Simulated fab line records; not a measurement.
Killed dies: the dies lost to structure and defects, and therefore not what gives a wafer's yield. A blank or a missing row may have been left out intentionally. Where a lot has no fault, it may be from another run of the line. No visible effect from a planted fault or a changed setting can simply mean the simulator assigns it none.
A lot that was struck, set against a sound lot    flow n5Finfet    18 out of 1938 route steps
Sound: these wafers, L828.1, L828.3, L828.5. Struck: wafer L824.1 (L824.5, L824.6, from the same lot, were not struck and are left out); the cause is given at the end.
Each step with rows lists, per side, the tool, then ch with its chambers, then its first start. Under that, the readings that differ: sound wafers    struck wafers    difference of the means    sigmas: that difference in standard deviations of wafers without a fault.
alike: a reading whose means differ by less than 2 such deviations, as well as words and numbers matching on both sides. not compared: withheld readings; readings where some wafer has no value; bounds like >300 that might hide an equal value; numbers whose values overlap and for which the record gives no deviation.
The two part at a step that has a row with sigmas, a row that says differs or no value, or rows on one side only. Non-overlapping numbers with no deviation appear without sigmas and do not part them. Lack of a reading on every wafer of one side parts them only where that side has two or more wafers.

first, 3 steps without rows for these wafers: N5_HKMG_FIN_WET_ETCH_65 (etches a-Si in TMAH, stops on TiN, time 49 s, target depth 3 nm); N5_HKMG_FIN_WET_ETCH_81 (etches TiN in SC1, stops on HfO2, time 57 s, target depth 6 nm); N5_HKMG_FIN_WET_ETCH_82 (etches La2O3 in dHCl, stops on HfO2, target depth 2 nm, rinse time 30 s).
N5_HKMG_FIN_ALD_36: deposits TiN, target thk 1 nm, pulse time 1 s, purge time 3 s.
  sound on aldMetal-02 ch 0,3, day 8 20:46; struck on aldMetal-03 ch 0, day 7 20:41
  alike: heaterPowerW, precursorPulseHeightRel
N5_HKMG_FIN_THK_MEAS_70: measures by xrf.
  struck on filmMetro-02, day 7 20:58; sound on filmMetro-02, day 8 21:02
  alike: HK_THK
N5_HKMG_FIN_PWFM_ALD_03: deposits TiN, target thk 2 nm, pulse time 1 s, purge time 3 s.
  sound on aldMetal-03 ch 0,3, day 8 21:05; struck on aldMetal-01 ch 3, day 7 21:00
  alike: heaterPowerW, precursorPulseHeightRel
then, 6 steps without rows for these wafers: N5_HKMG_FIN_COAT_29 (time 60 s, resist thk 300 nm); N5_HKMG_FIN_COAT_30 (time 60 s, resist thk 35 nm); N5_HKMG_FIN_COAT_06 (resist thk 90 nm); N5_HKMG_FIN_EBR_08; N5_HKMG_FIN_SOFTBAKE_07 (time 60 s); N5_HKMG_FIN_EXPOSE_09 (exposes mask NWFM).
N5_HKMG_FIN_PEB_10: peb time 60 s.
  sound on lithoTrack-02 ch 0, day 8 21:51; struck on lithoTrack-05 ch 0, day 7 21:46
then, 1 step without rows for these wafers: N5_HKMG_FIN_DEVELOP_11 (develop time 30 s).
N5_HKMG_FIN_CD_MEAS_12: target cd 92.8 nm.
  sound on cdSem-02 ch 0, day 8 21:55; struck on cdSem-03 ch 0, day 7 21:50
reading    sound           struck  difference  sigmas
cdNm (nm)  92.8 92.4 92.8  89.6    -3.1        -6
N5_HKMG_FIN_OVL_MEAS_13:
  sound on overlay-02 ch 0, day 8 21:57; struck on overlay-02 ch 0, day 7 21:52
  alike: NWFM_OVL
-- record jumps: 5 days separate the struck wafers' starts on either side; left off in module HKMG_FIN, taken up again in module BEOL_M4, whose first shown step is the route's number 1111 --
N5_BEOL_M4_RC_MEAS_101:
  sound on prober-02 ch 0, day 13 22:58; struck on prober-01 ch 0, day 12 16:08
reading        sound        struck  difference  sigmas
ION_N (uA/um)  660 667 671  686     +20         +2
  alike: DIBL_N, DIBL_P, IOFF_N, IOFF_P, ION_P, SS_N, SS_P, VT_N, VT_P
after that, 1 step had no rows for these wafers: N5_PASSIVATION_PROBE_49.

== WHERE THEY PART ==
First at N5_HKMG_FIN_CD_MEAS_12; last, within this record, at N5_BEOL_M4_RC_MEAS_101.

WHY: what the simulator had put in
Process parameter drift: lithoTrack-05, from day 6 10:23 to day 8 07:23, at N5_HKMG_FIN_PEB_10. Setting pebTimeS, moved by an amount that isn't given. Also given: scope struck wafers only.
